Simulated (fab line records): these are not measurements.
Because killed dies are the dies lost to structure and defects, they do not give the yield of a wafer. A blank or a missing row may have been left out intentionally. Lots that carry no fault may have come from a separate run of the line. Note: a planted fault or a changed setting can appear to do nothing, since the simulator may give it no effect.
Split-lot study    flow n5-finfet    on a route of 1938 steps: 7 lots, 21 wafers read

## ON THE SPLIT
At N5_HKMG_FIN_EXPOSE_09 (exposes mask NWFM), the setting dose-mj was moved away from the recipe's 39.25 on 4 of the 21 wafers read, by -3.8% to +6.8%. The other wafers ran this setting at the recipe's value.

## FROM THE SPLIT TO THE READING: what the file shows between them, 2 steps
- N5_HKMG_FIN_PEB_10: peb time 60 s
- N5_HKMG_FIN_DEVELOP_11: develop time 30 s

## THE READING
cd-nm (nm) at N5_HKMG_FIN_CD_MEAS_12, where the cd target is 92.8 nm. On this fab line, fault-free wafers typically give 92.8 nm with a standard deviation of 0.56 nm.

wafer   tool, chamber at the split  dose-mj as run  against the recipe  cd-nm, nm  against lot-mates on the recipe
L075.2  arfi-scanner-02, 0          39.25           recipe              93.6       -
L075.3  arfi-scanner-02, 0          39.25           recipe              94.0       -
L075.6  arfi-scanner-02, 0          38.18           -2.7%               90.8       -3.0
L077.1  arfi-scanner-01, 0          39.25           recipe              92.5       -
L077.2  arfi-scanner-01, 0          39.25           recipe              93.0       -
L077.5  arfi-scanner-01, 0          39.25           recipe              93.7       -
L078.4  arfi-scanner-03, 0          39.25           recipe              93.4       -
L078.5  arfi-scanner-03, 0          41.79           +6.5%               96.6       +3.4
L078.6  arfi-scanner-03, 0          39.25           recipe              93.0       -
L081.1  arfi-scanner-03, 0          41.9            +6.8%               96.8       +3.4
L081.3  arfi-scanner-03, 0          39.25           recipe              93.5       -
L081.5  arfi-scanner-03, 0          39.25           recipe              93.3       -
L082.1  arfi-scanner-01, 0          39.25           recipe              93.4       -
L082.2  arfi-scanner-01, 0          37.77           -3.8%               90.6       -2.7
L082.5  arfi-scanner-01, 0          39.25           recipe              93.1       -
L090.2  arfi-scanner-02, 0          39.25           recipe              93.0       -
L090.4  arfi-scanner-02, 0          39.25           recipe              93.0       -
L090.6  arfi-scanner-02, 0          39.25           recipe              93.3       -
L093.4  arfi-scanner-02, 0          39.25           recipe              92.8       -
L093.5  arfi-scanner-02, 0          39.25           recipe              92.8       -
L093.6  arfi-scanner-02, 0          39.25           recipe              93.5       -

FIT RESULTS
A straight line over all 21 wafers: cd-nm changes by +0.578 nm for each +1% of dose-mj; r = +0.96; the points scatter about the line by 0.42 nm.
The same after taking each lot's own level away (the mean of its wafers on the recipe; 21 wafers): +0.587 nm for each +1%; r = +0.95; scatter 0.43 nm.
The reading moves by 4 nm for the largest change in dose-mj, on that fit.
Across the lots, their own levels run from 93.03 to 93.80 nm, a range of 1.4 times the standard deviation given above.
Consequently the slope shifts little with the lot-to-lot level, the two slopes agreeing.
Check: for one of the wafers moved furthest among these (+6.8%), held out of the fit, the line's prediction against its lot-mates is +4.16 nm. Against them it came out at +3.4 nm.

## THE OTHER SPLITS THESE WAFERS WENT THROUGH
Before the reading, these wafers also passed through other splits. Each is held against what the fit with the lots' levels taken away leaves over:
other split on the same wafers  wafers away from the commonest value  r with cd-nm (lot level and that fit taken away)
N5_SDB_ETCH_18 time-s           6                                     +0.08
N5_HKMG_FIN_COAT_30 spin-rpm    7                                     -0.21

## FILE'S OWN FIT
cd-nm changes by +0.579 nm for each +1% of dose-mj, r = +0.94.
